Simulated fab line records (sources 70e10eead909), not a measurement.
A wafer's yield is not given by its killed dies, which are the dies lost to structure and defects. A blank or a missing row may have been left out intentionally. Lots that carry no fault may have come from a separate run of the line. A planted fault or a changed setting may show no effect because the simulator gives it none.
Matching of chambers    flow nand_harc    NHARC_A_STAIRCASE_ETCH_444 on rie_diel-01 has 4 sister chambers
The step etches the open film in C4F8/O2, target depth 20400 nm, time 6800 s. 14 wafers are shown with their chamber, then 7 later ones without.

## WAFERS PAIRED WITH THEIR CHAMBERS
wafer   chamber  rf_vpp_V (V)  oes_product_au (a.u.)
L075.3  2        816           0.976
L075.2  0        806           0.987
L075.5  0        805           0.968
L078.1  3        801           0.927
L078.3  2        814           0.922
L078.4  0        803           0.927
L082.1  0        804           0.932
L082.3  3        802           0.935
L082.6  0        804           0.935
L085.1  3        801           0.934
L085.2  2        813           0.937
L085.3  0        804           0.941
L086.3  0        803           0.923
L086.4  1        806           0.917

SIGNATURES (means of the wafers above)
reading         chamber 0  chamber 1  chamber 2  chamber 3  scatter within a chamber
rf_vpp_V        804.14     806.00     814.33     801.33     1.1
oes_product_au  0.94471    0.91700    0.94500    0.93200    0.0223
Rule: for each reading, subtract the chamber's mean from the wafer's reading, divide by that reading's scatter and square the result; add these up over the readings and take the root, which gives the wafer's distance from the chamber. If the next closest chamber is less than 2 further off than the closest, the wafer can't be placed; otherwise it belongs to the closest. The scatter is the square root of a quotient: the sum, over the shown wafers, of each reading's squared deviation from its chamber's mean, divided by wafers minus chambers.

## WAFERS WITH NO CHAMBER GIVEN
wafer   rf_vpp_V (V)  oes_product_au (a.u.)
L086.6  803           0.922
L092.2  803           0.979
L092.4  799           0.963
L092.6  815           0.969
L097.2  804           0.922
L097.4  804           0.913
L097.6  803           0.922

## THE CHAMBER EACH PASSED THROUGH
wafer   from the rows above           in truth
L086.6  can't be placed: 0 or 3 or 1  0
L092.2  can't be placed: 0 or 3       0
L092.4  3                             3
L092.6  2                             2
L097.2  can't be placed: 0 or 1 or 3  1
L097.4  can't be placed: 0 or 1 or 3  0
L097.6  can't be placed: 0 or 3 or 1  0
Correctly placed: 2 of 7. From these rows, 5 cannot be placed; in 5 the true chamber is one of the candidates. 0 placed wrongly.
